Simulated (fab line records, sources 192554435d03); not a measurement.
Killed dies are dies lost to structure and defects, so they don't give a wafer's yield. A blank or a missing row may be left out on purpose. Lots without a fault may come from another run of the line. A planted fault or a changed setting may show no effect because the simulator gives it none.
One fault seen from 3 desks | flow n5_finfet | each desk has only its own numbers; what lay behind them comes last
Where a reading is given only as a bound, like >300, the bound stands for it, and a mean or a difference that rests on one is marked > or <: the true number lies beyond.

THE DEFECT DESK
What the inspections along the route counted, lot by lot: means of the sampled wafers that have a number. A lot is out of limits, marked OUT, if its mean lies more than 4 standard deviations from the usual mean; the brackets give that distance.
Columns: A = raw_defect_count at N5_BEOL_M15_INSPECT_30, usual 1.8
lot  | first seen here | A
L119 | day 11 16:58    | 2.3
L121 | day 12 00:43    | 1.7
L122 | day 12 05:47    | 1.0
L123 | day 12 19:07    | 1.3
L125 | day 14 05:53    | 0.7
L131 | day 15 15:35    | 3.3
L136 | day 16 13:59    | >300 (+99 or more) OUT
L133 | day 16 14:27    | 1.0
L135 | day 17 04:14    | >300 (+99 or more) OUT
L142 | day 18 05:01    | 3.0
This desk's finding: out of limits on L135, L136; first on L136, day 16 13:59 (raw_defect_count at N5_BEOL_M15_INSPECT_30). In limits: L119, L121, L122, L123, L125, L131, L133, L142.

THE TOOL OWNER'S DESK: rie_diel-04
The tool's own readings at N5_BEOL_M15_ETCH_57 (etches SOC in N2/H2, time 750 s): means of the sampled wafers that have a number, for each lot that ran on this tool. A lot is out of limits, marked OUT, if its mean lies more than 4 standard deviations from the usual mean; the brackets give that distance.
Columns: A = chamber_pressure_mTorr at N5_BEOL_M15_ETCH_57, usual 30.003 mTorr; B = drypump_motor_current_A at N5_BEOL_M15_ETCH_57, usual 5.8 A; C = oes_product_au at N5_BEOL_M15_ETCH_57, usual 0.76 a.u.; D = rf_vpp_V at N5_BEOL_M15_ETCH_57, usual 523.4 V; E = showerhead_plenum_p_Torr at N5_BEOL_M15_ETCH_57, usual 2.52 Torr; F = throttle_valve_pct at N5_BEOL_M15_ETCH_57, usual 17.68 %
lot  | first seen here | A      | B   | C    | D     | E    | F
L121 | day 11 23:46    | 30.026 | 5.6 | 0.74 | 524.5 | 2.58 | 17.75
L123 | day 12 18:10    | 30.003 | 5.4 | 0.75 | 525.0 | 2.59 | 17.77
L136 | day 16 13:02    | 29.996 | 6.0 | 0.77 | 523.0 | 2.51 | 17.66
L135 | day 17 03:24    | 29.994 | 6.1 | 0.76 | 523.8 | 2.51 | 17.52
This desk's finding: nothing out of limits on any of the 4 lots.

THE METROLOGY DESK
What the gauges read, lot by lot, whatever tool the lot ran on: means of the sampled wafers that have a number. A lot is out of limits, marked OUT, if its mean lies more than 4 standard deviations from the usual mean; the brackets give that distance.
Columns: A = cd_nm at N5_BEOL_M15_CD_MEAS_10, usual 359.9 nm; B = M15_OVL at N5_BEOL_M15_OVL_MEAS_29, usual 1 nm
lot  | first seen here | A     | B
L119 | day 11 15:26    | 360.3 | -2
L121 | day 11 23:05    | 360.5 | 2
L122 | day 12 04:08    | 359.9 | 0
L123 | day 12 17:22    | 359.2 | 5
L125 | day 14 04:23    | 358.5 | 10
L131 | day 15 13:57    | 360.9 | 1
L136 | day 16 12:15    | 358.1 | -6
L133 | day 16 12:41    | 359.3 | 5
L135 | day 17 01:51    | 362.0 | -4
L142 | day 18 03:10    | 358.9 | -3
This desk's finding: nothing out of limits on any of the 10 lots.

PUT TOGETHER
The defect desk could have raised an alarm at day 16 13:59, on L135, L136.
The tool owner's desk saw nothing out of limits.
The metrology desk saw nothing out of limits.
The tool owner's desk has L135, L136 on record, within its limits.
The metrology desk has L135, L136 on record, within its limits.
Of the lots named, all ran N5_BEOL_M15_ETCH_57 on rie_diel-04.

WHAT THE SIMULATOR HAD PUT IN
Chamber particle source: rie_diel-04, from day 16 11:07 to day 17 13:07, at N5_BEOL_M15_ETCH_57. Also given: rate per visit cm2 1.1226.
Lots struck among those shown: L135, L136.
Hours from the fault's start to each desk's first reading out of limits: the defect desk, 3.
